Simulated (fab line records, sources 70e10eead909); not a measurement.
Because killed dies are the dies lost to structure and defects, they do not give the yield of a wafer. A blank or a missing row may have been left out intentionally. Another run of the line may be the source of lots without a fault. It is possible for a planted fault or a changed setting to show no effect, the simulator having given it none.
What tool caused it?    flow nand harc    6 lots, 18 wafers sampled, at 3 steps of a route of 1159

## WHAT THE GAUGES SHOWED, per wafer
NHARC_P_GATE_INSPECT_28.
lot   measured      on                 raw defect count
L971  day 5 16:46   defect inspect-01  5 7 4
L972  day 6 04:49   defect inspect-01  5 8 10
L974  day 6 15:08   defect inspect-02  8 10 6
L976  day 7 03:04   defect inspect-02  6 8 1
L985  day 9 07:58   defect inspect-02  4 12 293
L987  day 10 06:53  defect inspect-02  6 4 2

## WHICH TOOL RAN EACH LOT (tool, then ch and the chambers of the sampled wafers, then the start)
lot   NHARC_P_GATE_ETCH_69                NHARC_P_GATE_DEP_103
L971  wet bench-09 ch 1,3,7, day 4 18:41  pecvd-01 ch 0,2, day 5 16:09
L972  wet bench-06 ch 1,3,4, day 5 02:37  pecvd-01 ch 0,1, day 6 04:08
L974  wet bench-03 ch 0,1,5, day 5 19:25  pecvd-03 ch 1,2, day 6 14:20
L976  wet bench-03 ch 3,5,6, day 6 02:50  pecvd-01 ch 0,1,2, day 7 02:25
L985  wet bench-09 ch 2,6,7, day 8 10:08  pecvd-01 ch 0,1,2, day 9 07:19
L987  wet bench-06 ch 1,4,6, day 9 08:14  pecvd-03 ch 0,1,2, day 10 05:58
- NHARC_P_GATE_ETCH_69: etches SiO2 in dHF, target depth 14 nm.
- NHARC_P_GATE_DEP_103: deposits SiON, target thk 30 nm.

## THE ANSWER, worked out from the rows above alone
Rule: the lots themselves supply what counts as usual. Put in order of their means at a reading, lots are off if they are a third of the lots or fewer, leave a main group of 4 or more, and stand apart from it by a gap of 3 or more times the standard deviation of the main group's means; of several such gaps the widest counts. Not used: any main group whose means are identical at the precision the tables above print for the reading. Also off: a lot with no number at a reading for which 4 or more lots have one. Where the step has rows for the other lots, those lots are counted as sound.
Off at NHARC_P_GATE_INSPECT_28 (raw defect count): L985. For the main group the mean is 6.0 and the standard deviation 1.6.
A tool fits if, at a process step before that reading, it ran every lot that is off, and no sound lot after the first of them. The gauges at NHARC_P_GATE_INSPECT_28 are tried like those tools. Undecided on this evidence; 2 tools fit (wet bench-09 at NHARC_P_GATE_ETCH_69, pecvd-01 at NHARC_P_GATE_DEP_103).

## WHAT WAS PUT IN BY THE SIMULATOR
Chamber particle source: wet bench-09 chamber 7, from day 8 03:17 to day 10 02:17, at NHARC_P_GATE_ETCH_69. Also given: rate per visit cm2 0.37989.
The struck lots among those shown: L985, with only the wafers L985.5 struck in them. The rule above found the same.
